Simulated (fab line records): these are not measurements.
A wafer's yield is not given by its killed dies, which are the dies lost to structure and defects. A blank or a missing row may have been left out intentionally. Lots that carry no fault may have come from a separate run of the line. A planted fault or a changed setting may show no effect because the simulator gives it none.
fab line records	flow n5-finfet
record lots=6	wafers=18	last-day=15
route steps=1938 shown BEOL_M12@1636
lots that met no fault: from a run of the same line without faults
start-h: the number of hours between the record's first day and the start of the first shown wafer of the lot	wait-h: how many hours have passed since the lot's step before this one	" unchanged from the row above	L1.1+2: a row that stands for several wafers	- no value, or no start given	* or withheld: withheld	< > ~ a bound
route shown NAME@n: names a module that has steps shown in the file, with the first one's number in the route	usual: mean/standard deviation of fault-free wafers	same: alike in all rows	chamber/n: place in a boat	sites: the reading at each site	_std_site: the values' standard deviation	_edge_site: the outer-site mean with the inner-site mean subtracted	radius-mm: for every site, how far away it sits from the centre of the wafer	mask NAME#n: copy n	behind: tool/chamber where the wafer was last shaped	hold: the reason the lot was held/the length of the hold in hours/how it ended	device: names the non-switching transistor (n, p or np)	end of line: tests of these same wafers at the route's end	a step given without rows: its recipe and nothing more	killed: count of dies lost to structure and defects at first sort (not the wafer's yield)	map: the dies of a wafer, with x for killed, . for not killed, _ for no die there
set.NAME: the run value of the setting; set.NAME@STEP: its run value at that earlier step	model.NAME: the simulator's own value behind a step, which no gauge read
lots at some steps of the route; a table a step, a row a wafer
services: a tool's chamber out of use, with start hour (start-h, from the record's first day; less than 0 if before it), hours out, and reason
## steps
# step N5_BEOL_M12_ETCH_67
# recipe chemistry=CF4	target=SiARC	target-depth-a=1430	time-s=238.3	ion-energy-ev=80	pressure-mtorr=40	source-w=545	bias-w=36	Ar_flow_sccm=100	cf4-flow-sccm=100	ends=cleared
# usual drypump-motor-current-A=5.5/0.47	etch-rf-on-time-s=244/6.1	oes-product-au=0.65/0.045	rf-vpp-V=183.8/1.1	showerhead-plenum-p-Torr=2.13/0.055	throttle-valve-pct=15.68/0.22
lot.wafer	tool	chamber	start-h	wait-h	drypump-motor-current-A	etch-rf-on-time-s	oes-product-au	rf-hours-counter-h	rf-vpp-V	showerhead-plenum-p-Torr	throttle-valve-pct
L670.1	rie-diel-02	1	245.17	0.0	5.0	251	0.69	62	181.9	2.10	15.66
L670.3	"	2	"	"	5.1	237	0.74	52	182.5	2.08	15.70
L670.5	"	0	"	"	5.4	249	0.60	-	183.8	2.14	15.88
L677.2	rie-diel-02	0	286.70	0.0	5.4	248	0.59	192	184.1	2.13	15.92
L677.4	"	2	"	"	5.1	234	0.72	66	182.5	2.08	15.72
L677.6	"	1	"	"	5.0	249	0.67	-	182.4	2.09	15.69
L678.2	rie-diel-02	2	308.10	0.0	5.1	238	0.71	74	182.5	2.08	15.74
L678.5	"	0	"	"	5.4	246	0.59	-	184.0	2.13	15.94
L678.6	"	3	"	"	5.4	249	0.61	-	184.7	2.21	15.80
L681.1	rie-diel-03	2	316.60	0.0	5.6	240	0.68	79	184.7	2.17	15.31
L681.2	"	0	"	"	5.5	239	0.67	120	184.6	2.22	15.17
L681.6	"	2	"	"	5.6	242	0.68	-	185.3	2.17	15.32
L679.1	rie-diel-02	1	317.77	0.0	5.0	251	0.66	89	183.3	2.09	15.71
L679.3	"	2	"	"	5.1	235	0.72	77	182.9	2.08	15.76
L679.5	"	2	"	"	5.1	235	0.71	-	183.7	2.08	15.74
L683.1	rie-diel-06	3	322.67	0.0	6.6	238	0.64	136	185.2	2.15	15.78
L683.3	"	0	"	"	6.3	239	0.69	84	182.3	2.09	15.75
L683.6	"	0	"	"	6.2	241	0.69	-	182.8	2.09	15.76
# step N5_BEOL_M12_ETCH_68
# recipe chemistry=N2/H2	target=SOC	mask-material=SiARC	source-w=3000	bias-w=350	temp-c=40	time-s=285	ion-energy-ev=200	pressure-mtorr=30	n2-flow-sccm=200	h2-flow-sccm=200
# usual drypump-motor-current-A=5.5/0.47	h2-flow-sccm=200.0/0.55	oes-product-au=0.76/0.052	rf-vpp-V=523.2/2.2	showerhead-plenum-p-Torr=2.52/0.072	throttle-valve-pct=17.81/0.25
lot.wafer	tool	chamber	start-h	wait-h	drypump-motor-current-A	h2-flow-sccm	oes-product-au	rf-hours-counter-h	rf-vpp-V	showerhead-plenum-p-Torr	throttle-valve-pct
L670.1	rie-diel-02	1	245.31	0.1	5.0	199.8	0.83	62	523.2	2.48	17.83
L670.3	"	2	"	"	5.1	200.3	0.86	52	522.7	2.49	18.07
L670.5	"	0	"	"	5.4	200.1	0.71	-	523.7	2.53	18.00
L677.2	rie-diel-02	0	286.85	0.1	5.4	200.7	0.70	192	522.8	2.52	18.03
L677.4	"	2	"	"	5.1	200.3	0.85	66	521.8	2.48	18.11
L677.6	"	1	"	"	5.0	199.7	0.80	-	522.0	2.47	17.88
L678.2	rie-diel-02	2	308.25	0.1	5.2	199.1	0.83	74	520.9	2.48	18.12
L678.5	"	0	"	"	5.4	200.5	0.68	-	522.6	2.52	18.04
L678.6	"	3	"	"	5.4	200.9	0.73	-	526.8	2.63	17.81
L681.1	rie-diel-03	2	316.75	0.1	5.6	199.8	0.81	79	525.0	2.56	17.31
L681.2	"	0	"	"	5.5	199.3	0.78	120	527.0	2.66	17.29
L681.6	"	2	"	"	5.6	200.9	0.80	-	524.5	2.56	17.30
L679.1	rie-diel-02	1	317.91	0.1	5.1	200.9	0.79	89	522.0	2.47	17.88
L679.3	"	2	"	"	5.1	199.5	0.83	77	521.5	2.47	18.12
L679.5	"	2	"	"	5.1	199.7	0.83	-	522.5	2.47	18.12
L683.1	rie-diel-06	3	322.82	0.1	6.6	199.5	0.76	137	524.8	2.56	18.08
L683.3	"	0	"	"	6.2	200.2	0.81	84	521.8	2.46	17.78
L683.6	"	0	"	"	6.2	200.4	0.81	-	523.0	2.46	17.78
# step N5_BEOL_M12_STRIP_69
# recipe chemistry=N2/H2	temp-c=40	n2-flow-sccm=200	h2-flow-sccm=200	rf-frequency-hz=6e+07
# step N5_BEOL_M12_TRENCH_ETCH_34
# recipe chemistry=C4F8/O2/Ar	target=SiOC	target-depth-a=3189.5	mask-material=SOC	pressure-mtorr=30	source-w=3000	bias-w=700	Ar_flow_sccm=400	C4F8_flow_sccm=15	O2_flow_sccm=8	he-inner-torr=15	he-outer-torr=30	time-s=125.5	ion-energy-ev=250
# step N5_BEOL_M12_STRIP_70
# recipe chemistry=C4F8/O2/Ar	resist=SiARC	rf-frequency-hz=6e+07
# step N5_BEOL_M12_OCD_MEAS_35
# usual trench-depth-nm=316/4.5
lot.wafer	tool	chamber	start-h	wait-h	trench-depth-nm
L670.1	ocd-02	-	245.65	0.0	316
L670.3	"	-	"	"	321
L670.5	"	-	"	"	314
L677.2	ocd-02	-	287.18	0.0	311
L677.4	"	-	"	"	318
L677.6	"	-	"	"	318
L678.2	ocd-01	-	308.58	0.0	319
L678.5	"	-	"	"	314
L678.6	"	-	"	"	317
L681.1	ocd-01	-	317.08	0.0	321
L681.2	"	-	"	"	315
L681.6	"	-	"	"	321
L679.1	ocd-02	-	318.25	0.0	313
L679.3	"	-	"	"	318
L679.5	"	-	"	"	319
L683.1	ocd-02	-	323.16	0.0	316
L683.3	"	-	"	"	318
L683.6	"	-	"	"	321
# step N5_BEOL_M12_STRIP_37
# recipe chemistry=N2/H2	power-w=1000	temp-c=250	h2-frac=0.65	overash-fraction=0.3	pressure-mtorr=withheld	n2-flow-sccm=1750	h2-flow-sccm=3250
# step N5_BEOL_M12_ETCH_38
# recipe chemistry=CF4/N2	target=SiCN	target-depth-a=687	taper-deg=2	time-s=73.4	ion-energy-ev=150	mask-material=SiO2	pressure-mtorr=40	source-w=430	bias-w=70	Ar_flow_sccm=100	cf4-flow-sccm=60	n2-flow-sccm=60
# usual drypump-motor-current-A=5.6/0.49	oes-product-au=0.77/0.051	rf-vpp-V=382.0/1.6	showerhead-plenum-p-Torr=2.20/0.059	throttle-valve-pct=15.45/0.23
lot.wafer	tool	chamber	start-h	wait-h	drypump-motor-current-A	oes-product-au	rf-hours-counter-h	rf-vpp-V	showerhead-plenum-p-Torr	throttle-valve-pct
L670.1	rie-diel-03	2	245.92	-	5.6	0.84	53	382.6	2.24	15.09
L670.3	"	0	"	"	5.5	0.80	94	383.8	2.31	14.97
L670.5	"	1	"	"	6.1	0.85	-	382.8	2.25	15.24
L677.2	rie-diel-03	2	287.37	-	5.6	0.83	68	382.9	2.24	15.11
L677.4	"	3	"	"	6.0	0.73	169	382.7	2.19	15.24
L677.6	"	0	"	"	5.4	0.80	-	382.7	2.30	15.00
L678.2	rie-diel-03	1	310.05	-	6.1	0.82	85	383.0	2.24	15.28
L678.5	"	2	"	"	5.6	0.80	-	381.9	2.24	15.14
L678.6	"	1	"	"	6.1	0.82	-	383.2	2.24	15.28
L681.1	rie-diel-03	1	318.19	-	6.1	0.81	90	382.3	2.24	15.28
L681.2	"	3	"	"	6.0	0.73	178	382.9	2.19	15.28
L681.6	"	0	"	"	5.5	0.78	-	385.1	2.30	15.01
L679.1	rie-diel-03	3	318.37	-	6.0	0.72	178	380.4	2.19	15.26
L679.3	"	1	"	"	6.1	0.82	90	382.3	2.24	15.28
L679.5	"	3	"	"	6.0	0.73	-	380.8	2.19	15.25
L683.1	rie-diel-02	0	325.17	-	5.4	0.69	205	382.6	2.19	15.75
L683.3	"	3	"	"	5.4	0.71	196	384.2	2.28	15.61
L683.6	"	2	"	"	5.1	0.83	-	381.0	2.14	15.59
# step N5_BEOL_M12_PRECLEAN_39
# recipe chemistry=residue-remover	time-s=60	temp-c=40
# step N5_BEOL_M12_SRD_40
# recipe time-s=30	temp-c=23	rinse-liquid=diw	dry=n2-spin	spin-rpm=1500	dry-time-s=30
# step N5_BEOL_M12_DEGAS_41
# recipe ambient=vacuum	temp-c=250	time-s=60
# step N5_BEOL_M12_PRE_CLEAN_42
# recipe gas=H2/He	time-s=30	temp-c=250
# usual heater-power-w=344/36
lot.wafer	tool	chamber	start-h	wait-h	heater-power-w
L670.1	pvd-sputter-01	-	246.51	0.0	311
L670.3	"	-	"	"	389
L670.5	"	-	"	"	322
L677.2	pvd-sputter-01	-	287.87	0.0	317
L677.4	"	-	"	"	338
L677.6	"	-	"	"	317
L678.2	pvd-sputter-03	-	310.61	0.0	359
L678.5	"	-	"	"	353
L678.6	"	-	"	"	358
L681.1	pvd-sputter-01	-	318.80	0.0	377
L681.2	"	-	"	"	324
L681.6	"	-	"	"	369
L679.1	pvd-sputter-01	-	319.32	0.0	330
L679.3	"	-	"	"	330
L679.5	"	-	"	"	382
L683.1	pvd-sputter-01	-	325.77	0.0	361
L683.3	"	-	"	"	374
L683.6	"	-	"	"	338
# step N5_BEOL_M12_SPUTTER_43
# recipe material=TaN	target-thk-a=150	temp-c=50	bias-v=168.6	power-w=15000	chamber-pressure-pa=0.12	time-s=24.19
# usual cathode-dc-power-W=15000/2.7	throttle-valve-pct=29.6/1.2
lot.wafer	tool	chamber	start-h	wait-h	cathode-dc-power-W	throttle-valve-pct	model.TaN_of_BEOL_M12_SPUTTER_43.thk-nm
L670.1	pvd-sputter-01	-	246.55	0.0	15002	29.7	14.8
L670.3	"	-	"	"	14998	30.8	14.8
L670.5	"	-	"	"	14994	29.7	14.6
L677.2	pvd-sputter-01	-	287.91	0.0	14999	29.8	15.2
L677.4	"	-	"	"	15000	28.6	15.2
L677.6	"	-	"	"	15002	30.0	15.2
L678.2	pvd-sputter-03	-	310.65	0.0	14998	30.1	14.8
L678.5	"	-	"	"	15002	30.3	14.8
L678.6	"	-	"	"	14999	30.4	14.6
L681.1	pvd-sputter-01	-	318.84	0.0	15000	31.2	15.2
L681.2	"	-	"	"	15001	29.7	15.4
L681.6	"	-	"	"	15002	31.3	15.2
L679.1	pvd-sputter-01	-	319.36	0.0	14997	29.7	14.8
L679.3	"	-	"	"	14998	28.3	14.6
L679.5	"	-	"	"	14999	30.9	23
L683.1	pvd-sputter-01	-	325.81	0.0	15001	28.6	15
L683.3	"	-	"	"	15001	30.8	15.2
L683.6	"	-	"	"	15001	28.1	23.2
# step N5_BEOL_M12_SPUTTER_44
# recipe material=Ta	target-thk-a=100	temp-c=50	bias-v=80	power-w=15000	chamber-pressure-pa=0.07	time-s=16.13
# step N5_BEOL_M12_SPUTTER_45
# recipe material=Cu	target-thk-a=800	temp-c=-20	bias-v=60	power-w=26000	chamber-pressure-pa=0.13	time-s=13.33
# usual cathode-dc-power-W=26000/4.7	chuck-sensor-temp-C=-16.1/0.54	throttle-valve-pct=29.6/1.2
lot.wafer	tool	chamber	start-h	wait-h	cathode-dc-power-W	chuck-sensor-temp-C	throttle-valve-pct
L670.1	pvd-sputter-01	-	246.71	0.0	25989	-17.3	29.7
L670.3	"	-	"	"	26001	-15.8	31.0
L670.5	"	-	"	"	26005	-17.3	29.6
L677.2	pvd-sputter-01	-	288.07	0.0	25996	-17.2	29.7
L677.4	"	-	"	"	25999	-16.1	28.2
L677.6	"	-	"	"	26003	-17.2	29.5
L678.2	pvd-sputter-03	-	310.81	0.0	26003	-15.6	30.1
L678.5	"	-	"	"	26004	-15.5	30.1
L678.6	"	-	"	"	26000	-15.7	30.6
L681.1	pvd-sputter-01	-	319.00	0.0	26002	-16.0	31.2
L681.2	"	-	"	"	26011	-17.1	29.7
L681.6	"	-	"	"	25998	-16.1	30.7
L679.1	pvd-sputter-01	-	319.52	0.0	26008	-17.1	29.9
L679.3	"	-	"	"	25995	-16.1	28.1
L679.5	"	-	"	"	25999	-16.2	30.9
L683.1	pvd-sputter-01	-	325.97	0.0	26009	-16.0	28.3
L683.3	"	-	"	"	26002	-15.9	30.9
L683.6	"	-	"	"	26000	-16.3	28.1
# step N5_BEOL_M12_ECD_47
# recipe material=Cu	target-thk-a=7200
# step N5_BEOL_M12_ANNEAL_48
# recipe temp-c=225	time-s=90	ambient=N2
# step N5_BEOL_M12_CMP_49
# recipe stop-on=SiOC	t-overpolish-s=20.6	down-force-psi=1	platen-rpm=50	clearing-platen-down-force-psi=1.5	clearing-platen-rpm=50	post-cmp-clean=cu-alkaline	target-thk-nm=320	clearing-platen-pad-velocity-m-s=0.99484	pad-velocity-m-s=0.99484
# usual barrier-field-endpoint-s=30.1/0.73	motor-current-A=6.2/0.93	retaining-ring-pressure-frac=0.999/0.005
lot.wafer	tool	chamber	start-h	wait-h	barrier-field-endpoint-s	motor-current-A	retaining-ring-pressure-frac	model.Cu_of_BEOL_M12_ECD_47.thk-nm
L670.1	cmp-01	2	248.16	0.3	30.2	8.0	0.995	317.4
L670.3	"	1	"	"	29.4	7.4	1.000	322.6
L670.5	"	3	"	"	29.6	6.6	1.002	315.6
L677.2	cmp-03	2	288.62	0.2	30.9	4.7	0.994	312.8
L677.4	"	0	"	"	30.5	5.6	1.004	319.4
L677.6	"	2	"	"	30.9	4.4	0.997	319.6
L678.2	cmp-03	2	311.68	0.3	29.4	4.5	0.998	319.8
L678.6	"	3	"	"	28.2	6.5	0.994	317
L678.5	"	0	"	"	29.3	5.5	1.002	313.6
L681.1	cmp-01	0	319.63	0.3	29.2	6.6	1.001	320.2
L681.2	"	1	"	"	30.2	7.5	1.001	316.2
L681.6	"	2	"	"	29.3	7.5	1.004	321
L679.3	cmp-01	2	320.09	0.2	30.9	7.7	0.995	319.8
L679.1	"	0	"	"	30.3	6.7	1.000	315.2
L679.5	"	2	"	"	40.8	7.8	0.997	313.2
L683.1	cmp-01	3	326.64	0.3	29.2	6.3	0.998	315.8
L683.3	"	2	"	"	29.8	7.9	1.009	317.4
L683.6	"	3	"	"	39.9	6.6	0.999	312
# step N5_BEOL_M12_THK_MEAS_50
# recipe thk-meas-gauge=xrf	reads=Cu_of_BEOL_M12_ECD_47
# usual M12_THK=323/5.9
lot.wafer	tool	chamber	start-h	wait-h	M12_THK[nm]
L670.1	film-metro-01	-	248.45	-	323
L670.3	"	-	"	"	327
L670.5	"	-	"	"	321
L677.2	film-metro-02	-	288.92	-	322
L677.4	"	-	"	"	329
L677.6	"	-	"	"	329
L678.2	film-metro-02	-	311.86	-	327
L678.5	"	-	"	"	318
L678.6	"	-	"	"	323
L681.1	film-metro-02	-	319.85	-	330
L681.2	"	-	"	"	325
L681.6	"	-	"	"	331
L679.1	film-metro-02	-	320.39	-	322
L679.3	"	-	"	"	326
L679.5	"	-	"	"	322
L683.1	film-metro-01	-	326.94	-	323
L683.3	"	-	"	"	323
L683.6	"	-	"	"	318
## services
tool	chamber	start-h	hours	kind
cmp-03	-	227.05	4.2	repair
rie-diel-06	3	237.05	5.0	repair
cmp-03	-	297.84	1.4	repair
cmp-01	-	302.21	1.4	repair
rie-diel-03	3	307.60	7.1	repair
pvd-sputter-01	-	326.48	1.0	repair
## key
first-sign step=N5_BEOL_M12_CMP_49	reading=barrier-field-endpoint-s	direction=up	sigmas=14	usual=30.1	struck=40.4
effect none on later readings
model-effect step=N5_BEOL_M12_SPUTTER_43	value=TaN_of_BEOL_M12_SPUTTER_43.thk-nm	without=14.8	struck=23.1
model-effect step=N5_BEOL_M12_CMP_49	value=Cu_of_BEOL_M12_ECD_47.thk-nm	without=320.8	struck=312.6
met-at N5_BEOL_M12_SPUTTER_43
struck-wafers L679.5,L683.6
onset-between 318.84 319.36
fault kind=process-parameter-drift	tool=pvd-sputter-01	chamber=-	onset-h=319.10	steps=N5_BEOL_M12_SPUTTER_43	channel=time-s	offset=*	shape=step	end-h=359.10	scope=struck-wafers-only	acts-in=*	stated=*
